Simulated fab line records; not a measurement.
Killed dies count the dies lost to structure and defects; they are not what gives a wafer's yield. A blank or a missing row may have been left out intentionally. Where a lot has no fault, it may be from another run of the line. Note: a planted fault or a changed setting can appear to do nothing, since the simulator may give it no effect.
Matching of chambers / flow n5-finfet / rie-diel-01 running N5_BEOL_M5_ETCH_67: 4 sister chambers
The step etches SiARC in CF4, target depth 15.6 nm, time 26 s. 18 wafers are shown with their chamber, then 9 later ones without.

WAFERS, EACH WITH ITS CHAMBER
wafer=L078.1; chamber=3; showerhead-plenum-p-Torr (Torr)=2.06; drypump-motor-current-A (A)=5.7; throttle-valve-pct (%)=15.79
wafer=L078.2; chamber=1; showerhead-plenum-p-Torr (Torr)=2.05; drypump-motor-current-A (A)=5.9; throttle-valve-pct (%)=15.82
wafer=L078.6; chamber=0; showerhead-plenum-p-Torr (Torr)=2.19; drypump-motor-current-A (A)=5.8; throttle-valve-pct (%)=15.40
wafer=L079.1; chamber=0; showerhead-plenum-p-Torr (Torr)=2.19; drypump-motor-current-A (A)=5.8; throttle-valve-pct (%)=15.40
wafer=L079.2; chamber=2; showerhead-plenum-p-Torr (Torr)=2.22; drypump-motor-current-A (A)=6.4; throttle-valve-pct (%)=15.68
wafer=L079.5; chamber=2; showerhead-plenum-p-Torr (Torr)=2.22; drypump-motor-current-A (A)=6.4; throttle-valve-pct (%)=15.67
wafer=L077.2; chamber=0; showerhead-plenum-p-Torr (Torr)=2.19; drypump-motor-current-A (A)=5.8; throttle-valve-pct (%)=15.40
wafer=L077.3; chamber=2; showerhead-plenum-p-Torr (Torr)=2.22; drypump-motor-current-A (A)=6.3; throttle-valve-pct (%)=15.68
wafer=L077.5; chamber=2; showerhead-plenum-p-Torr (Torr)=2.22; drypump-motor-current-A (A)=6.3; throttle-valve-pct (%)=15.71
wafer=L080.2; chamber=3; showerhead-plenum-p-Torr (Torr)=2.06; drypump-motor-current-A (A)=5.7; throttle-valve-pct (%)=15.81
wafer=L080.3; chamber=0; showerhead-plenum-p-Torr (Torr)=2.19; drypump-motor-current-A (A)=5.8; throttle-valve-pct (%)=15.41
wafer=L080.5; chamber=1; showerhead-plenum-p-Torr (Torr)=2.05; drypump-motor-current-A (A)=5.9; throttle-valve-pct (%)=15.84
wafer=L083.4; chamber=3; showerhead-plenum-p-Torr (Torr)=2.06; drypump-motor-current-A (A)=5.7; throttle-valve-pct (%)=15.82
wafer=L083.5; chamber=1; showerhead-plenum-p-Torr (Torr)=2.05; drypump-motor-current-A (A)=5.9; throttle-valve-pct (%)=15.84
wafer=L083.6; chamber=2; showerhead-plenum-p-Torr (Torr)=2.22; drypump-motor-current-A (A)=6.3; throttle-valve-pct (%)=15.70
wafer=L085.4; chamber=3; showerhead-plenum-p-Torr (Torr)=2.06; drypump-motor-current-A (A)=5.7; throttle-valve-pct (%)=15.80
wafer=L085.5; chamber=0; showerhead-plenum-p-Torr (Torr)=2.18; drypump-motor-current-A (A)=5.8; throttle-valve-pct (%)=15.43
wafer=L085.6; chamber=1; showerhead-plenum-p-Torr (Torr)=2.05; drypump-motor-current-A (A)=5.9; throttle-valve-pct (%)=15.85

SIGNATURES, as means of the wafers listed above
reading=showerhead-plenum-p-Torr; chamber 0=2.1880; chamber 1=2.0500; chamber 2=2.2200; chamber 3=2.0600; scatter within a chamber=0.00239
reading=drypump-motor-current-A; chamber 0=5.800; chamber 1=5.900; chamber 2=6.340; chamber 3=5.700; scatter within a chamber=0.0293
reading=throttle-valve-pct; chamber 0=15.4080; chamber 1=15.8375; chamber 2=15.6880; chamber 3=15.8050; scatter within a chamber=0.014
Rule: distance of a wafer from a chamber = root of the sum over the readings of ((wafer's reading minus chamber's mean) / reading's scatter) squared. If the next closest chamber is less than 2 further off than the closest, the wafer can't be placed; otherwise it belongs to the closest. The scatter: take each reading less its chamber's mean, square it, sum over the shown wafers, divide by the number of wafers less the number of chambers, and take the root.

WAFERS MISSING THEIR CHAMBER
wafer=L087.2; showerhead-plenum-p-Torr (Torr)=2.06; drypump-motor-current-A (A)=5.7; throttle-valve-pct (%)=15.83
wafer=L087.3; showerhead-plenum-p-Torr (Torr)=2.18; drypump-motor-current-A (A)=5.8; throttle-valve-pct (%)=15.44
wafer=L087.6; showerhead-plenum-p-Torr (Torr)=2.06; drypump-motor-current-A (A)=5.7; throttle-valve-pct (%)=15.81
wafer=L091.2; showerhead-plenum-p-Torr (Torr)=2.18; drypump-motor-current-A (A)=5.8; throttle-valve-pct (%)=15.46
wafer=L091.4; showerhead-plenum-p-Torr (Torr)=2.04; drypump-motor-current-A (A)=5.9; throttle-valve-pct (%)=15.87
wafer=L091.5; showerhead-plenum-p-Torr (Torr)=2.21; drypump-motor-current-A (A)=6.3; throttle-valve-pct (%)=15.73
wafer=L095.1; showerhead-plenum-p-Torr (Torr)=2.18; drypump-motor-current-A (A)=5.7; throttle-valve-pct (%)=15.48
wafer=L095.3; showerhead-plenum-p-Torr (Torr)=2.04; drypump-motor-current-A (A)=6.0; throttle-valve-pct (%)=15.87
wafer=L095.5; showerhead-plenum-p-Torr (Torr)=2.21; drypump-motor-current-A (A)=6.4; throttle-valve-pct (%)=15.76

WHICH CHAMBER EACH WENT THROUGH
wafer=L087.2; from the rows above=3; in truth=3
wafer=L087.3; from the rows above=0; in truth=0
wafer=L087.6; from the rows above=3; in truth=3
wafer=L091.2; from the rows above=0; in truth=0
wafer=L091.4; from the rows above=1; in truth=1
wafer=L091.5; from the rows above=2; in truth=2
wafer=L095.1; from the rows above=0; in truth=0
wafer=L095.3; from the rows above=1; in truth=1
wafer=L095.5; from the rows above=2; in truth=2
9 of 9 placed correctly. Can't be placed from these rows: 0. Wrongly placed: 0.
